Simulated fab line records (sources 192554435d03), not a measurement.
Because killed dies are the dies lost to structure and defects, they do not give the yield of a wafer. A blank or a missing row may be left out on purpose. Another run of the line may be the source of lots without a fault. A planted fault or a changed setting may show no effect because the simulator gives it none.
fab line records	flow n5Finfet
[record] lots = 9	wafers = 27	lastDay = 18
route steps=1938 shown SD_EPI_N@281 BEOL_M4@1096 BEOL_M5@1115 PASSIVATION@1936
lots that met no fault: from a run of the same line without faults
startH: hours from the record's first day to the start of the lot's first wafer shown	waitH: time in hours since the lot's previous step	" unchanged from the row above	L1.1+2: a row that stands for several wafers	- no value, or no start given	* or withheld: withheld	< > ~ a bound
route shown NAME@n: names a module that has steps shown in the file, with the first one's number in the route	usual: the fault-free wafers' mean and standard deviation	same: alike in all rows	chamber/n: place in a boat	sites: the reading at each site	_std_site: standard deviation of those values	_edge_site: inner sites' mean taken away from outer sites' mean	radiusMm: for every site, how far away it sits from the centre of the wafer	mask NAME#n: copy n	behind: the last tool/chamber to shape the wafer	hold: reason for holding the lot/hours on hold/outcome of the hold	device: transistor that didn't switch, given as n, p or np	end of line: the route-end tests of the same wafers	a step without rows: its recipe alone	killed: dies lost to structure and defects at the first sort, not the wafer's yield	map: a wafer's dies, marking killed ones x, the rest . and places with no die _
set.NAME: the setting the step ran with; set.NAME@STEP: the setting that earlier step ran with	model.NAME: the simulator's own value behind a step, which no gauge read
a sample of lots followed through the steps of the route, with each step as a table and each wafer as a row
services: when a tool's chamber went out of use (startH, in hours from the record's first day, below 0 if earlier), for how many hours, and the reason
[[steps]]
[step N5_SD_EPI_N_SD_RECESS_17]
[recipe] chemistry = HBr/Cl2/O2	targetDepthA = 410	maskMaterial = SOC	timeS = 23.7	btTimeS = 3	pressureMtorr = 10	icpW = 800	biasW = 112	HBr_flow_sccm = 150	Cl2_flow_sccm = 80	O2_flow_sccm = 12
[usual] drypumpMotorCurrentA = 5.7/0.44	heBacksideLeakSccm = 2.8/0.41	oesProductAu = 1.005/0.015	throttleValvePct = 37.00/0.2
lot.wafer	tool	chamber	startH	waitH	drypumpMotorCurrentA	heBacksideLeakSccm	oesProductAu	rfHoursCounterH	throttleValvePct
L397.1	rieSi-05	3	49.69	0.0	5.8	2.8	1.019	145	37.31
L397.3	"	2	"	"	5.2	2.7	1.021	122	36.98
L397.5	"	3	"	"	5.8	2.7	1.014	-	37.29
L400.2	rieSi-06	0	69.14	0.0	6.3	2.7	0.991	15	37.38
L400.5	"	2	"	"	5.0	2.9	1.025	-	36.99
L400.6	"	3	"	"	5.9	2.4	0.986	-	37.03
L403.1	rieSi-05	3	101.40	0.0	5.8	2.8	1.023	146	37.30
L403.4	"	1	"	"	6.5	2.7	1.011	129	36.99
L403.6	"	2	"	"	5.2	2.8	1.012	-	37.00
L406.1	rieSi-05	2	107.68	0.0	5.1	2.7	1.020	123	36.99
L406.4	"	0	"	"	5.5	2.5	0.991	3	36.60
L406.5	"	2	"	"	5.2	2.8	1.006	-	36.99
L407.1	rieSi-06	3	111.40	0.0	5.9	2.3	0.991	21	37.04
L407.3	"	2	"	"	5.0	2.9	1.014	64	37.00
L407.5	"	2	"	"	5.0	3.0	1.015	-	36.99
L409.3	rieSi-05	1	122.93	0.0	6.5	2.8	1.007	129	37.02
L409.4	"	2	"	"	5.2	2.8	1.010	123	36.99
L409.5	"	3	"	"	5.8	2.7	1.009	-	37.30
L410.2	rieSi-05	0	127.84	0.0	5.5	2.6	0.986	4	36.62
L410.4	"	2	"	"	5.2	2.8	1.022	123	37.00
L410.6	"	0	"	"	5.5	2.4	0.993	-	36.59
L411.3	rieSi-05	1	132.74	0.0	6.5	2.8	1.016	129	37.00
L411.5	"	2	"	"	5.2	2.8	1.022	-	36.98
L411.6	"	3	"	"	5.8	2.8	1.023	-	37.30
L413.1	rieSi-05	3	146.45	0.0	5.9	2.8	1.019	147	37.31
L413.4	"	2	"	"	5.2	2.7	1.019	124	36.98
L413.6	"	2	"	"	5.1	2.8	1.014	-	36.99
[step N5_BEOL_M4_SPUTTER_92]
[recipe] material = Cu	targetThkA = 45	tempC = -20	chamberPressurePa = 0.07	powerW = withheld	timeS = 8.29
[usual] throttleValvePct = 30.5/0.83
lot.wafer	tool	chamber	startH	waitH	throttleValvePct
L397.1	pvdSputter-02	-	231.95	0.1	29.7
L397.3	"	-	"	"	31.1
L397.5	"	-	"	"	31.1
L400.2	pvdSputter-03	-	242.84	0.1	30.6
L400.5	"	-	"	"	30.0
L400.6	"	-	"	"	30.5
L406.1	pvdSputter-03	-	256.70	0.1	30.5
L406.4	"	-	"	"	30.2
L406.5	"	-	"	"	29.9
L407.1	pvdSputter-01	-	282.75	0.1	31.5
L407.3	"	-	"	"	28.8
L407.5	"	-	"	"	29.3
L403.1	pvdSputter-01	-	289.63	0.1	31.3
L403.4	"	-	"	"	31.5
L403.6	"	-	"	"	31.3
L410.2	pvdSputter-01	-	305.12	0.1	31.3
L410.4	"	-	"	"	31.3
L410.6	"	-	"	"	31.4
L409.3	pvdSputter-02	-	311.70	0.1	30.4
L409.4	"	-	"	"	29.3
L409.5	"	-	"	"	30.5
L411.3	pvdSputter-01	-	315.08	0.1	31.1
L411.5	"	-	"	"	31.1
L411.6	"	-	"	"	31.6
L413.1	pvdSputter-01	-	320.56	0.1	31.4
L413.4	"	-	"	"	29.1
L413.6	"	-	"	"	28.8
[step N5_BEOL_M4_INSPECT_59]
[recipe] inspectInstrument = darkfield	mode = postDep
[usual] rawDefectCount = 70/23
lot.wafer	tool	chamber	startH	waitH	rawDefectCount
L397.1	defectInspect-01	-	233.53	0.0	45
L397.3	"	-	"	"	53
L397.5	"	-	"	"	54
L400.2	defectInspect-01	-	244.36	0.0	36
L400.5	"	-	"	"	90
L400.6	"	-	"	"	67
L406.1	defectInspect-01	-	258.24	0.0	48
L406.4	"	-	"	"	64
L406.5	"	-	"	"	63
L407.1	defectInspect-01	-	284.39	0.0	65
L407.3	"	-	"	"	68
L407.5	"	-	"	"	42
L403.1	defectInspect-01	-	291.14	0.0	110
L403.4	"	-	"	"	110
L403.6	"	-	"	"	82
L410.2	defectInspect-01	-	306.64	0.0	79
L410.4	"	-	"	"	72
L410.6	"	-	"	"	55
L409.3	defectInspect-01	-	313.22	0.0	69
L409.4	"	-	"	"	68
L409.5	"	-	"	"	64
L411.3	defectInspect-01	-	316.61	0.0	82
L411.5	"	-	"	"	67
L411.6	"	-	"	"	65
L413.1	defectInspect-01	-	322.16	0.0	71
L413.4	"	-	"	"	122
L413.6	"	-	"	"	83
[step N5_BEOL_M4_RC_MEAS_101]
[usual] CJ_N = 4.34/0.07	DIBL_N = 36.6/1.1	DIBL_P = 36.7/1.5	IOFF_N = 0.155/0.019	IOFF_N_85C = 3.0/0.32	IOFF_N_LIN = 0.072/0.0075	IOFF_N_LONG = 5.42e-05/2.5e-06	IOFF_P = 0.208/0.025	ION_N = 673/8.5	ION_P = 462/5.9	REXT_N = 75.9/1.7	SS_N = 71.6/0.58	SS_P = 73.5/0.51	VT_N = 250.7/2.4	VT_N_LVT = 99.2/2.6	VT_P = -251/3
lot.wafer	tool	chamber	startH	waitH	CJ_N	DIBL_N[mV/V]	DIBL_P[mV/V]	IOFF_N[nA/um]	IOFF_N_85C[nA/um]	IOFF_N_LIN[nA/um]	IOFF_N_LONG[nA/um]	IOFF_P[nA/um]	ION_N[uA/um]	ION_P[uA/um]	REXT_N[ohm.um]	SS_N[mV/dec]	SS_P[mV/dec]	VT_N[mV]	VT_N_LVT[mV]	VT_P[mV]
L397.1	prober-02	0	233.55	0.0	4.21	36.8	35.9	0.146	2.9	0.066	5.33e-05	0.228	660	468	75.6	71.4	73.2	254.4	98.9	-246
L397.3	"	0	"	"	4.23	37.3	36.5	0.154	3.0	0.069	5.44e-05	0.235	669	467	75.6	71.2	73.5	251.4	98.6	-244
L397.5	"	0	"	"	4.18	36.5	35.9	0.142	2.8	0.065	5.33e-05	0.226	662	464	76.0	71.4	74.0	251.8	99.3	-246
L400.2	prober-02	0	244.54	0.2	4.33	35.4	35.1	0.154	2.9	0.071	5.85e-05	0.207	667	461	76.0	71.7	73.3	249.7	97.2	-248
L400.5	"	0	"	"	4.37	36.8	36.9	0.183	3.4	0.083	5.85e-05	0.242	678	467	75.3	72.5	73.5	247.9	95.5	-247
L400.6	"	0	"	"	4.33	36.9	37.4	0.185	3.5	0.082	5.75e-05	0.248	683	468	75.5	72.2	73.1	245.7	94.0	-248
L406.1	prober-01	0	258.26	0.0	4.40	36.0	37.5	0.148	2.9	0.068	5.22e-05	0.199	669	454	77.0	71.9	73.9	252.7	102.9	-250
L406.4	"	0	"	"	4.35	36.3	38.4	0.157	3.1	0.071	5.1e-05	0.213	664	455	77.1	72.2	74.1	249.3	102.1	-252
L406.5	"	0	"	"	4.34	35.6	37.4	0.148	2.9	0.069	5.22e-05	0.197	672	457	76.7	71.7	73.5	252.7	101.3	-253
L407.1	prober-01	0	284.41	0.0	4.19	36.9	36.1	0.129	2.6	0.063	5.03e-05	0.198	662	461	76.5	71.1	73.3	253.7	103.3	-251
L407.3	"	0	"	"	4.24	38.4	37.5	0.147	2.9	0.068	5.06e-05	0.207	671	459	75.6	72.1	73.3	254.0	103.2	-253
L407.5	"	0	"	"	4.20	37.8	36.9	0.147	3.0	0.070	5.06e-05	0.213	672	464	75.0	71.5	73.5	250.9	101.7	-250
L403.1	prober-02	0	291.17	0.0	4.34	36.5	40.1	0.182	3.4	0.081	4.99e-05	0.224	684	466	77.6	72.4	74.1	251.6	98.4	-251
L403.4	"	0	"	"	4.38	36.6	39.4	0.177	3.4	0.079	5.08e-05	0.212	683	460	76.9	72.4	73.7	252.1	100.0	-252
L403.6	"	0	"	"	4.40	36.7	39.5	0.179	3.4	0.081	5.06e-05	0.219	690	464	76.3	72.8	73.8	249.7	99.0	-252
L410.2	prober-02	0	306.82	0.2	4.32	35.0	35.5	0.156	3.1	0.075	5.35e-05	0.220	674	467	78.1	72.4	73.4	250.1	98.0	-248
L410.4	"	0	"	"	4.40	36.7	37.0	0.173	3.3	0.079	5.53e-05	0.237	674	463	78.3	72.5	73.5	248.2	97.3	-248
L410.6	"	0	"	"	4.34	35.6	36.5	0.162	3.2	0.077	5.4e-05	0.226	679	466	77.4	71.6	72.8	250.3	98.0	-247
L409.3	prober-01	0	313.55	0.3	4.35	37.1	36.4	0.151	3.0	0.070	5.3e-05	0.197	673	459	76.4	71.6	73.1	250.6	103.9	-255
L409.4	"	0	"	"	4.38	35.0	34.6	0.121	2.5	0.059	5.34e-05	0.174	664	458	75.8	71.2	72.9	257.0	104.7	-254
L409.5	"	0	"	"	4.26	37.1	36.7	0.147	2.9	0.070	5.3e-05	0.213	664	456	77.1	71.8	73.4	253.5	102.9	-252
L411.3	prober-02	0	316.95	0.3	2.69	32.9	35.8	0.094	2.0	0.049	4.5e-05	0.223	577	470	86.5	70.9	73.5	256.6	108.6	-248
L411.5	"	0	"	"	2.69	33.4	36.4	0.098	2.1	0.050	4.52e-05	0.235	580	472	87.1	70.7	74.7	260.5	109.1	-247
L411.6	"	0	"	"	2.62	34.4	38.5	0.112	2.4	0.055	4.49e-05	0.263	576	471	88.1	71.2	74.8	256.9	107.1	-246
L413.1	prober-02	0	322.18	0.0	2.56	34.7	37.7	0.105	2.2	0.053	4.55e-05	0.191	576	456	84.3	71.3	73.6	257.7	104.9	-252
L413.4	"	0	"	"	2.61	33.4	36.3	0.091	1.9	0.048	4.59e-05	0.174	571	461	84.6	71.8	72.8	261.8	108.5	-254
L413.6	"	0	"	"	2.61	32.6	35.7	0.088	1.9	0.046	4.6e-05	0.172	576	459	83.4	70.7	72.5	258.1	107.7	-253
[step N5_BEOL_M5_PECVD_70]
[recipe] material = SiO2	targetThkA = 160	tempC = 400	precursor = TEOS/O2	pressureTorr = 5.5	rfW = 450	teosFlowSccm = 53.8	gas = O2	flowSccm = 3000	timeS = 18
[usual] heaterPowerW = 714/140	showerheadPlenumPTorr = 8.75/0.058	throttleValvePct = 22.8/0.94
lot.wafer	tool	chamber	startH	waitH	heaterPowerW	showerheadPlenumPTorr	throttleValvePct
L397.1	pecvd-03	1	235.15	0.0	689	8.92	23.6
L397.3	"	0	"	"	791	8.78	21.6
L397.5	"	1	"	"	700	8.88	23.6
L400.2	pecvd-02	0	245.96	0.0	884	8.72	22.8
L400.5	"	0	"	"	886	8.75	22.7
L400.6	"	2	"	"	549	8.77	20.6
L406.1	pecvd-04	0	260.34	0.0	576	8.68	23.1
L406.4	"	0	"	"	586	8.69	23.5
L406.5	"	2	"	"	824	8.77	22.8
L407.1	pecvd-02	2	285.98	0.0	606	8.77	20.6
L407.3	"	0	"	"	775	8.72	23.2
L407.5	"	1	"	"	621	8.67	24.3
L403.1	pecvd-04	2	292.74	0.0	907	8.79	23.4
L403.4	"	2	"	"	890	8.76	23.0
L403.6	"	0	"	"	560	8.68	23.3
L410.2	pecvd-02	2	308.24	0.0	609	8.76	20.8
L410.4	"	0	"	"	829	8.73	23.1
L410.6	"	2	"	"	605	8.80	20.7
L409.3	pecvd-04	1	314.81	0.0	772	8.73	22.6
L409.4	"	0	"	"	500	8.68	23.3
L409.5	"	2	"	"	929	8.78	23.0
L411.3	pecvd-04	2	318.22	0.0	864	8.76	23.4
L411.5	"	1	"	"	813	8.73	22.9
L411.6	"	2	"	"	878	8.78	23.4
L413.1	pecvd-03	2	324.24	0.0	538	8.86	23.0
L413.4	"	1	"	"	695	8.87	23.7
L413.6	"	0	"	"	794	8.76	21.7
[step N5_PASSIVATION_PROBE_49]
[usual] defectLimitedYield = 91.2/1.4	killed_at_M0_to_M3 = 36/11	killed_at_M4_up = 14/5.6	killedAtContacts = 12/5.9	killedAtFrontEnd = 38/13	killedAtOther = 3.5/2.7	killedDies = 104/17	killedOpen = 68/12	killedShort = 34/8.2	sort_bin_5_function = 5.1/0.95	sort_bin_6_memory = 3.3/0.7	sort_bin_8_speed = 0.00/0.007	sortNPass = 1076/17	sortYieldPct = 91.2/1.4
[same] grossDies = 1180	killedAtBackSide = 0	sort_bin_4_leakage[%] = 0
lot.wafer	tool	chamber	startH	waitH	defectLimitedYield[%]	killed_at_M0_to_M3	killed_at_M4_up	killedAtContacts	killedAtFrontEnd	killedAtOther	killedDies	killedOpen	killedShort	sort_bin_5_function[%]	sort_bin_6_memory[%]	sort_bin_8_speed[%]	sortNPass	sortYieldPct[%]
L397.1	prober-02	-	337.62	0.0	90.3	26	8	15	59	6	114	72	41	5.3	3.9	0	1066	90.3
L397.3	prober-02	-	337.72	0.1	90.2	23	8	15	69	1	116	58	56	4.8	4.4	0	1064	90.2
L397.5	prober-02	-	337.82	0.2	89.9	29	17	21	49	3	119	80	38	5.8	4.0	0	1061	89.9
L400.2	prober-02	-	353.17	0.1	89.2	53	11	3	54	7	128	85	41	6.4	4.2	0	1052	89.2
L400.5	prober-02	-	353.32	0.2	90.3	51	9	8	46	1	115	80	31	5.8	3.5	0	1065	90.3
L400.6	prober-02	-	353.37	0.3	88.7	35	9	7	78	4	133	84	44	6.2	4.0	0	1047	88.7
L406.1	prober-01	-	373.78	0.0	90.2	40	21	29	24	2	116	87	29	5.6	4.2	0	1064	90.2
L406.4	prober-01	-	373.93	0.2	91.3	41	16	22	21	3	103	71	30	5.5	3.0	0	1077	91.3
L406.5	prober-01	-	373.98	0.2	90.5	45	15	12	34	6	112	76	33	4.7	4.3	0	1068	90.5
L407.1	prober-01	-	401.29	0.0	92.5	26	14	5	40	3	88	56	28	3.9	3.5	0	1092	92.5
L407.3	prober-01	-	401.39	0.1	91.6	32	15	6	43	3	99	61	35	4.7	3.3	0	1081	91.6
L407.5	prober-01	-	401.49	0.2	91.9	24	14	8	45	4	95	53	39	4.2	3.4	0	1085	91.9
L403.1	prober-02	-	409.92	0.0	89.9	45	9	11	51	3	119	83	35	6.9	3.0	0	1061	89.9
L403.4	prober-02	-	410.07	0.2	90.8	42	10	14	38	5	109	82	27	5.5	3.6	0	1071	90.8
L403.6	prober-02	-	410.17	0.3	91.2	54	3	8	38	1	104	72	31	5.3	3.6	0	1076	91.2
L410.2	prober-01	-	414.61	0.1	90.1	31	33	13	40	0	117	66	43	6.2	3.5	0	1063	90.1
L410.4	prober-01	-	414.71	0.2	92.2	31	17	10	32	2	92	45	43	3.4	3.6	0	1088	92.2
L410.6	prober-01	-	414.81	0.3	92.6	22	14	4	45	2	87	45	34	3.6	2.8	0	1093	92.6
L411.3	prober-02	-	429.64	0.1	92.9	33	11	7	30	3	84	57	24	4.0	3.1	92.88	0	0
L411.5	prober-02	-	429.74	0.2	92.1	33	24	15	19	2	93	68	24	4.7	3.0	92.12	0	0
L411.6	prober-02	-	429.79	0.3	93.8	28	12	7	21	5	73	48	23	3.9	1.9	93.81	0	0
L413.1	prober-01	-	429.83	0.0	92.7	25	10	7	42	2	86	46	37	3.5	3.3	92.71	0	0
L413.4	prober-01	-	429.98	0.2	92.9	27	11	5	40	1	84	61	18	3.8	3.0	92.88	0	0
L413.6	prober-01	-	430.08	0.3	92.2	22	9	9	45	7	92	58	32	4.7	2.8	92.20	0	0
L409.3	prober-01	-	432.05	0.1	90.8	32	12	18	45	2	109	70	37	5.2	3.7	0	1071	90.8
L409.4	prober-01	-	432.10	0.2	92.4	37	9	10	32	2	90	58	27	4.9	2.3	0	1090	92.4
L409.5	prober-01	-	432.15	0.2	91.6	32	20	4	35	8	99	67	31	5.2	3.1	0	1081	91.6
// killed by level:class
L397.1 FIN_SAQP:geometricParticle:open=12 DUMMY_GATE:geometricParticle:open=10 MOL_CONTACT_COAG:geometricParticle:open=10 FIN_SAQP:geometricParticle:short=9 BEOL_M2:geometricParticle:open=6 STI_FIN_REVEAL:geometricParticle:open=5 GATE_CUT:geometricParticle:short=5 BEOL_M3:geometricParticle:open=5
L397.3 FIN_SAQP:geometricParticle:short=26 FIN_SAQP:geometricParticle:open=12 MOL_CONTACT_COAG:geometricParticle:open=11 BEOL_M0_SAQP:geometricParticle:short=9 BEOL_M0_SAQP:geometricParticle:open=6 STI_FIN_REVEAL:geometricParticle:short=5 MOL_CONTACT_COAG:geometricParticle:short=4 STI_FIN_REVEAL:geometricParticle:open=4
L397.5 MOL_CONTACT_COAG:geometricParticle:open=21 FIN_SAQP:geometricParticle:short=14 BEOL_M2:geometricParticle:open=9 DUMMY_GATE:geometricParticle:open=8 BEOL_M0_SAQP:geometricParticle:open=7 FIN_SAQP:geometricParticle:open=5 STARTING-WAFER:geometricParticle:short=5 BEOL_M4:geometricParticle:open=5
L400.2 STI_FIN_REVEAL:geometricParticle:open=18 BEOL_M1:geometricParticle:open=12 FIN_SAQP:geometricParticle:short=9 BEOL_M2:geometricParticle:open=9 BEOL_M0_SAQP:geometricParticle:short=9 BEOL_M3:geometricParticle:open=9 BEOL_M1:geometricParticle:short=7 FIN_SAQP:geometricParticle:open=6
L400.5 BEOL_M1:geometricParticle:open=23 FIN_SAQP:geometricParticle:open=10 FIN_SAQP:geometricParticle:short=8 STI_FIN_REVEAL:geometricParticle:open=8 MOL_CONTACT_COAG:geometricParticle:open=8 BEOL_M0_SAQP:geometricParticle:open=8 BEOL_M0_SAQP:geometricParticle:short=7 BEOL_M1:geometricParticle:short=5
L400.6 STI_FIN_REVEAL:geometricParticle:open=30 BEOL_M0_SAQP:geometricParticle:open=10 FIN_SAQP:geometricParticle:short=8 GATE_CUT:geometricParticle:short=7 BEOL_M1:geometricParticle:open=7 BEOL_M2:geometricParticle:open=6 BEOL_M0_SAQP:geometricParticle:short=6 STI_FIN_REVEAL:geometricParticle:short=5
L406.1 MOL_CONTACT_COAG:geometricParticle:open=23 BEOL_M3:geometricParticle:open=13 BEOL_M4:geometricParticle:open=10 BEOL_M2:geometricParticle:open=9 BEOL_M0_SAQP:geometricParticle:open=8 GATE_CUT:geometricParticle:short=7 MOL_CONTACT_COAG:geometricParticle:short=6 BEOL_M8:geometricParticle:open=4
L406.4 MOL_CONTACT_COAG:geometricParticle:open=19 BEOL_M2:geometricParticle:open=12 BEOL_M3:geometricParticle:open=8 BEOL_M0_SAQP:geometricParticle:short=7 BEOL_M4:geometricParticle:open=7 BEOL_M1:geometricParticle:open=5 GATE_CUT:geometricParticle:short=4 FIN_SAQP:geometricParticle:short=3
L406.5 MOL_CONTACT_COAG:geometricParticle:open=10 BEOL_M0_SAQP:geometricParticle:open=10 BEOL_M2:geometricParticle:open=10 BEOL_M3:geometricParticle:open=9 FIN_SAQP:geometricParticle:short=7 STI_FIN_REVEAL:geometricParticle:open=6 BEOL_M4:geometricParticle:open=6 BEOL_M0_SAQP:geometricParticle:short=5
L407.1 DUMMY_GATE:geometricParticle:open=9 BEOL_M0_SAQP:geometricParticle:open=8 FIN_SAQP:geometricParticle:open=6 GATE_CUT:geometricParticle:short=6 MOL_CONTACT_COAG:geometricParticle:open=5 BEOL_M3:geometricParticle:open=5 STARTING-WAFER:geometricParticle:short=5 BEOL_M1:geometricParticle:open=4
L407.3 BEOL_M2:geometricParticle:open=12 FIN_SAQP:geometricParticle:short=8 BEOL_M4:geometricParticle:open=7 GATE_CUT:geometricParticle:short=6 MOL_CONTACT_COAG:geometricParticle:open=6 DUMMY_GATE:geometricParticle:open=5 BEOL_M1:geometricParticle:open=5 BEOL_M3:geometricParticle:short=5
L407.5 FIN_SAQP:geometricParticle:short=9 GATE_CUT:geometricParticle:short=8 MOL_CONTACT_COAG:geometricParticle:open=7 DUMMY_GATE:geometricParticle:open=5 BEOL_M1:geometricParticle:open=5 BEOL_M4:geometricParticle:open=5 STARTING-WAFER:geometricParticle:open=5 ILD0:geometricParticle:open=4
L403.1 FIN_SAQP:geometricParticle:open=16 STI_FIN_REVEAL:geometricParticle:open=13 BEOL_M0_SAQP:geometricParticle:short=11 MOL_CONTACT_COAG:geometricParticle:open=10 BEOL_M3:geometricParticle:open=10 BEOL_M0_SAQP:geometricParticle:open=9 FIN_SAQP:geometricParticle:short=6 BEOL_M1:geometricParticle:open=5
L403.4 FIN_SAQP:geometricParticle:open=13 MOL_CONTACT_COAG:geometricParticle:open=13 BEOL_M3:geometricParticle:open=9 FIN_SAQP:geometricParticle:short=8 BEOL_M0_SAQP:geometricParticle:open=8 STI_FIN_REVEAL:geometricParticle:open=7 BEOL_M1:geometricParticle:open=7 BEOL_M0_SAQP:geometricParticle:short=7
L403.6 STI_FIN_REVEAL:geometricParticle:open=16 BEOL_M0_SAQP:geometricParticle:short=12 FIN_SAQP:geometricParticle:open=11 BEOL_M3:geometricParticle:open=9 BEOL_M0_SAQP:geometricParticle:open=8 BEOL_M2:geometricParticle:open=8 BEOL_M1:geometricParticle:open=7 MOL_CONTACT_COAG:geometricParticle:open=6
L410.2 BEOL_M4:geometricParticle:short=11 BEOL_M4:geometricParticle:open=11 MOL_CONTACT_COAG:geometricParticle:open=8 BEOL_M0_SAQP:geometricParticle:short=8 FIN_SAQP:geometricParticle:open=7 STI_FIN_REVEAL:geometricParticle:open=7 ILD0:geometricParticle:short=7 BEOL_M3:geometricParticle:open=6
L410.4 BEOL_M0_SAQP:geometricParticle:open=9 MOL_CONTACT_COAG:geometricParticle:open=9 BEOL_M0_SAQP:geometricParticle:short=9 BEOL_M4:geometricParticle:short=8 FIN_SAQP:geometricParticle:short=7 STARTING-WAFER:geometricParticle:short=6 BEOL_M4:geometricParticle:open=5 BEOL_M3:geometricParticle:open=4
L410.6 FIN_SAQP:geometricParticle:open=10 STI_FIN_REVEAL:geometricParticle:open=8 BEOL_M3:geometricParticle:open=7 BEOL_M4:geometricParticle:short=7 HKMG_FIN:areaEtch=7 BEOL_M2:geometricParticle:short=6 FIN_SAQP:geometricParticle:short=5 STARTING-WAFER:geometricParticle:short=4
L411.3 STI_FIN_REVEAL:geometricParticle:open=9 BEOL_M2:geometricParticle:open=9 BEOL_M0_SAQP:geometricParticle:open=7 MOL_CONTACT_COAG:geometricParticle:open=6 BEOL_M0_SAQP:geometricParticle:short=6 BEOL_M1:geometricParticle:open=6 DUMMY_GATE:geometricParticle:open=4 GATE_CUT:geometricParticle:open=4
L411.5 MOL_CONTACT_COAG:geometricParticle:open=10 BEOL_M5:geometricParticle:open=10 BEOL_M0_SAQP:geometricParticle:open=9 BEOL_M1:geometricParticle:open=7 BEOL_M3:geometricParticle:open=7 GATE_CUT:geometricParticle:short=5 MOL_CONTACT_COAG:geometricParticle:short=5 BEOL_M0_SAQP:geometricParticle:short=5
L411.6 BEOL_M2:geometricParticle:open=7 STI_FIN_REVEAL:geometricParticle:open=6 MOL_CONTACT_COAG:geometricParticle:open=5 BEOL_M4:geometricParticle:open=5 BEOL_M0_SAQP:geometricParticle:open=4 BEOL_M2:geometricParticle:short=4 FIN_SAQP:geometricParticle:open=3 BEOL_M0_SAQP:geometricParticle:short=3
L413.1 BEOL_M2:geometricParticle:open=9 FIN_SAQP:geometricParticle:open=8 GATE_CUT:geometricParticle:short=6 STARTING-WAFER:geometricParticle:short=6 MOL_CONTACT_COAG:geometricParticle:open=5 BEOL_M0_SAQP:geometricParticle:short=5 FIN_SAQP:geometricParticle:short=4 ILD0:geometricParticle:short=3
L413.4 FIN_SAQP:geometricParticle:open=18 DUMMY_GATE:geometricParticle:open=6 BEOL_M2:geometricParticle:open=6 BEOL_M1:geometricParticle:open=6 BEOL_M0_SAQP:geometricParticle:open=5 BEOL_M3:geometricParticle:open=5 FIN_SAQP:geometricParticle:short=3 MOL_CONTACT_COAG:geometricParticle:open=3
L413.6 FIN_SAQP:geometricParticle:open=12 FIN_SAQP:geometricParticle:short=9 BEOL_M1:geometricParticle:open=6 MOL_CONTACT_COAG:geometricParticle:open=5 BEOL_M2:geometricParticle:open=5 STI_FIN_REVEAL:geometricParticle:open=4 MOL_CONTACT_COAG:geometricParticle:short=4 BEOL_M0_SAQP:geometricParticle:short=4
L409.3 STI_FIN_REVEAL:geometricParticle:open=15 MOL_CONTACT_COAG:geometricParticle:open=15 FIN_SAQP:geometricParticle:short=6 BEOL_M0_SAQP:geometricParticle:open=6 BEOL_M3:geometricParticle:open=6 BEOL_M5:geometricParticle:short=5 BEOL_M2:geometricParticle:open=5 FIN_SAQP:geometricParticle:open=4
L409.4 STI_FIN_REVEAL:geometricParticle:open=11 BEOL_M3:geometricParticle:open=11 MOL_CONTACT_COAG:geometricParticle:open=7 BEOL_M2:geometricParticle:open=6 DUMMY_GATE:geometricParticle:open=5 BEOL_M0_SAQP:geometricParticle:short=5 BEOL_M3:geometricParticle:short=5 ILD0:geometricParticle:open=4
L409.5 STI_FIN_REVEAL:geometricParticle:open=11 BEOL_M2:geometricParticle:open=10 BEOL_M4:geometricParticle:open=9 BEOL_M0_SAQP:geometricParticle:short=7 FIN_SAQP:geometricParticle:open=5 GATE_CUT:geometricParticle:short=5 BEOL_M3:geometricParticle:open=5 BEOL_M0_SAQP:geometricParticle:open=4
[[services]]
tool	chamber	startH	hours	kind
pecvd-04	0	38.71	58.1	repair
pecvd-04	2	41.67	23.7	repair
pvdSputter-02	-	41.67	1.6	repair
rieSi-06	1	48.55	2.7	repair
pecvd-03	-	64.81	2.3	repair
pvdSputter-01	-	67.60	0.7	repair
rieSi-06	0	83.78	8.4	repair
rieSi-05	1	99.73	1.3	repair
pecvd-04	-	120.58	4.3	pm
pvdSputter-02	-	125.30	15.2	repair
pecvd-04	1	131.12	3.2	repair
pvdSputter-03	-	135.06	96.7	repair
pecvd-02	-	137.96	0.3	repair
pecvd-04	-	161.16	1.9	repair
pecvd-02	-	207.61	0.5	repair
rieSi-05	1	212.89	7.8	repair
pecvd-04	0	228.23	9.0	repair
pecvd-02	1	245.88	19.7	repair
pecvd-04	-	247.48	0.7	repair
rieSi-06	0	248.81	7.1	repair
rieSi-05	1	261.44	1.2	repair
pecvd-04	2	270.21	5.2	repair
rieSi-05	-	313.26	0.4	repair
rieSi-05	0	322.62	7.6	repair
[[key]]
[firstSign] step = N5_BEOL_M4_RC_MEAS_101	reading = CJ_N	direction = down	sigmas = 25	usual = 4.34	struck = 2.63
[effect] step = N5_BEOL_M4_RC_MEAS_101	reading = ION_N	direction = down	sigmas = 11	usual = 673	struck = 576
[effect] step = N5_BEOL_M4_RC_MEAS_101	reading = REXT_N	direction = up	sigmas = 5.8	usual = 75.9	struck = 85.7
[effect] step = N5_BEOL_M4_RC_MEAS_101	reading = IOFF_N_LONG	direction = down	sigmas = 3.5	usual = 5.42e-05	struck = 4.54e-05
[effect] step = N5_BEOL_M4_RC_MEAS_101	reading = VT_N	direction = up	sigmas = 3.3	usual = 250.7	struck = 258.6
[effect] step = N5_BEOL_M4_RC_MEAS_101	reading = VT_N_LVT	direction = up	sigmas = 3.2	usual = 99.2	struck = 107.7
[effect] step = N5_BEOL_M4_RC_MEAS_101	reading = IOFF_N_85C	direction = down	sigmas = 3	usual = 3.0	struck = 2.1
[effect] step = N5_BEOL_M4_RC_MEAS_101	reading = IOFF_N_LIN	direction = down	sigmas = 3	usual = 0.072	struck = 0.050
[effect] step = N5_BEOL_M4_RC_MEAS_101	reading = IOFF_N	direction = down	sigmas = 2.9	usual = 0.155	struck = 0.098
[effect] step = N5_BEOL_M4_RC_MEAS_101	reading = DIBL_N	direction = down	sigmas = 2.9	usual = 36.6	struck = 33.6
[effect] step = N5_PASSIVATION_PROBE_49	reading = sort_bin_8_speed	direction = up	sigmas = 99+	usual = 0.00	struck = 92.77
metAt N5_SD_EPI_N_SD_RECESS_17
struckLots L411,L413
notActingAt N5_BEOL_M4_SPUTTER_92,N5_BEOL_M4_INSPECT_59,N5_BEOL_M5_PECVD_70
onsetBetween 127.84 132.74
alsoFits time
[fault] kind = processParameterDrift	tool = rieSi-05	chamber = -	onsetH = 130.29	steps = N5_SD_EPI_N_SD_RECESS_17	channel = timeS	offset = *	shape = step	endH = 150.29	actsIn = *	stated = *
